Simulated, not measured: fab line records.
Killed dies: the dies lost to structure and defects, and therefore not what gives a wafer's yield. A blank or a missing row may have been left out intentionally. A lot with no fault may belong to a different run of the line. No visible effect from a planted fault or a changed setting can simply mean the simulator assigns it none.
3 desks looking at one fault :: flow n5_finfet :: numbers are kept per desk, each desk with only its own; the story behind them comes last

== THE METROLOGY DESK ==
Means of the sampled wafers that have a number, per lot and without regard to the tool the lot ran on: this is what the gauges read. Marked OUT: a lot whose mean sits more than 4 standard deviations from the usual mean, which makes it out of limits; the brackets give that distance.
Columns: A = cd_nm at N5_MIM_TOP_LITHO_CD_MEAS_08, usual 2000.0 nm; B = MIM_TOP_OVL at N5_MIM_TOP_LITHO_OVL_MEAS_11, usual 3 nm
lot: L338
first seen here: day 13 03:31
A: 1996.8
B: 8

lot: L339
first seen here: day 13 06:07
A: 2001.2
B: 5

lot: L341
first seen here: day 14 02:47
A: 2001.5
B: 0

lot: L347
first seen here: day 15 05:09
A: 1999.1
B: 16

lot: L348
first seen here: day 15 09:24
A: 1999.9
B: 8

lot: L349
first seen here: day 15 14:42
A: 2000.5
B: 6

lot: L352
first seen here: day 17 06:43
A: 2000.9
B: 2
This desk's verdict: no lot among the 7 shows anything out of limits.

== TOOL OWNER'S DESK, rie_metal-01 ==
The tool's own readings at N5_MIM_TOP_ETCH_ETCH_00 (etches TiN in Cl2/BCl3, target depth 38.5 nm): means of the sampled wafers that have a number, for each lot that ran on this tool. Marked OUT: a lot whose mean sits more than 4 standard deviations from the usual mean, which makes it out of limits; the brackets give that distance.
Columns: A = bcl3_flow_sccm at N5_MIM_TOP_ETCH_ETCH_00, usual 21.76 sccm; B = drypump_motor_current_A at N5_MIM_TOP_ETCH_ETCH_00, usual 5.7 A; C = he_backside_leak_sccm at N5_MIM_TOP_ETCH_ETCH_00, usual 3.5 sccm; D = oes_ar_750_au at N5_MIM_TOP_ETCH_ETCH_00, usual 0.73 a.u.; E = oes_product_au at N5_MIM_TOP_ETCH_ETCH_00, usual 0.74 a.u.; F = throttle_valve_pct at N5_MIM_TOP_ETCH_ETCH_00, usual 22.87 %
lot: L339
first seen here: day 13 06:41
A: 21.68
B: 5.8
C: 3.7
D: 0.78
E: 0.79
F: 22.73

lot: L347
first seen here: day 15 05:20
A: 21.84
B: 6.0
C: 3.4
D: 0.73
E: 0.82
F: 22.77

lot: L348
first seen here: day 15 09:42
A: 21.80
B: 6.0
C: 3.4
D: 0.73
E: 0.88
F: 22.75

lot: L349
first seen here: day 15 14:52
A: 21.83
B: 6.5
C: 3.5
D: 0.65
E: 0.74
F: 22.87
This desk's verdict: no lot among the 4 shows anything out of limits.

== THE DEFECT DESK ==
For each lot, the counts of the inspections along the route, averaged over the sampled wafers that have a number. Marked OUT: a lot whose mean sits more than 4 standard deviations from the usual mean, which makes it out of limits; the brackets give that distance.
Columns: A = raw_defect_count at N5_MIM_TOP_LITHO_INSPECT_12, usual 2.2
lot: L338
first seen here: day 13 03:34
A: 1.7

lot: L339
first seen here: day 13 06:10
A: 2.7

lot: L341
first seen here: day 14 02:50
A: 3.0

lot: L347
first seen here: day 15 05:13
A: 1.0

lot: L348
first seen here: day 15 09:27
A: 1.5

lot: L349
first seen here: day 15 14:45
A: 3.0

lot: L352
first seen here: day 17 06:47
A: 2.0
This desk's verdict: no lot among the 7 shows anything out of limits.

== ALL TOGETHER ==
Nothing out of limits was seen by the metrology desk.
The tool owner's desk saw nothing out of limits.
Nothing out of limits was seen by the defect desk.

== WHAT THE SIMULATOR PUT IN ==
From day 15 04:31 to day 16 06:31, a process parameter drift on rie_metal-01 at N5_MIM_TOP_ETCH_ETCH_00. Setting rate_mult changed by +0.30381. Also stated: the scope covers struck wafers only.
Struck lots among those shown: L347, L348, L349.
